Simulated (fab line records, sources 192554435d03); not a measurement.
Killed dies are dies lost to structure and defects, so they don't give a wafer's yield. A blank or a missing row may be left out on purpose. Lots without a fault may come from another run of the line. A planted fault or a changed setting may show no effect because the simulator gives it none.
Split-lot experiment | flow n5_finfet | 7 lots, 21 wafers read, on a route of 1938 steps

THE SPLIT
At N5_BEOL_M8_TRENCH_ETCH_37 (etches SiCOH lowk in C4F6/O2, target depth 93.478 nm, time 31.2 s), the setting bias_w was moved away from the recipe's 185 W on 7 of the 21 wafers read, by -15.0% to +11.4%. The other wafers ran this setting at the recipe's value.

The reading is taken at the split's own step.

THE READING
rf_vpp_V, in V, at N5_BEOL_M8_TRENCH_ETCH_37 (etches SiCOH lowk in C4F6/O2, target depth 93.478 nm, time 31.2 s). Fault-free wafers of this fab line usually give 667 V, standard deviation 12 V.

wafer  | tool, chamber at the split | bias_w as run, W | against the recipe | rf_vpp_V, V | against lot-mates on the recipe
L074.1 | rie_diel-03, 3             | 185              | recipe             | 673         | -
L074.2 | rie_diel-03, 1             | 185              | recipe             | 688         | -
L074.3 | rie_diel-03, 2             | 185              | recipe             | 662         | -
L079.2 | rie_diel-06, 1             | 185              | recipe             | 660         | -
L079.3 | rie_diel-06, 3             | 206.1            | +11.4%             | 726         | +66
L079.4 | rie_diel-06, 3             | 206.1            | +11.4%             | 722         | +62
L080.1 | rie_diel-06, 2             | 157.3            | -15.0%             | 575         | -90
L080.2 | rie_diel-06, 3             | 185              | recipe             | 665         | -
L080.5 | rie_diel-06, 1             | 157.3            | -15.0%             | 581         | -84
L082.1 | rie_diel-05, 1             | 185              | recipe             | 665         | -
L082.3 | rie_diel-05, 0             | 168.8            | -8.8%              | 597         | -74
L082.4 | rie_diel-05, 3             | 185              | recipe             | 676         | -
L085.1 | rie_diel-06, 3             | 169.8            | -8.2%              | 621         | -63
L085.3 | rie_diel-06, 1             | 169.8            | -8.2%              | 617         | -67
L085.4 | rie_diel-06, 0             | 185              | recipe             | 684         | -
L089.1 | rie_diel-06, 0             | 185              | recipe             | 682         | -
L089.3 | rie_diel-06, 2             | 185              | recipe             | 656         | -
L089.5 | rie_diel-06, 3             | 185              | recipe             | 665         | -
L091.1 | rie_diel-06, 2             | 185              | recipe             | 655         | -
L091.2 | rie_diel-06, 1             | 185              | recipe             | 660         | -
L091.5 | rie_diel-06, 2             | 185              | recipe             | 656         | -

THE FIT
A straight line over all 21 wafers: rf_vpp_V changes by +5.77 V for each +1% of bias_w; r = +0.97; the points scatter about the line by 11 V.
The same after taking each lot's own level away (the mean of its wafers on the recipe; 21 wafers): +6.2 V for each +1%; r = +0.98; scatter 9.2 V.
On that fit, the largest move of bias_w shifts the reading by 93 V.
The lots' own levels span 657.0 to 684.0 V, that is 2.2 times the standard deviation above.
So the lot-to-lot level changes the slope little: the two slopes agree.
Check: with one of the wafers moved furthest among these (-15.0%) left out of the fit, the line predicts -96.9 V for it against its lot-mates. It came out at -90 V against them.
Tool readings at the split's step, against how far the setting was moved: rf_vpp_V r = +0.97.

OTHER SPLITS ON THESE WAFERS
These wafers also went through other splits before the reading. Each is held against what the fit with the lots' levels taken away leaves over:
other split on the same wafers | wafers away from the commonest value | r with rf_vpp_V (lot level and that fit taken away)
N5_BEOL_M8_ETCH_65 source_w    | 8                                    | -0.09

THE FILE'S OWN FIT
rf_vpp_V changes by +6.43 V for each +1% of bias_w, r = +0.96.
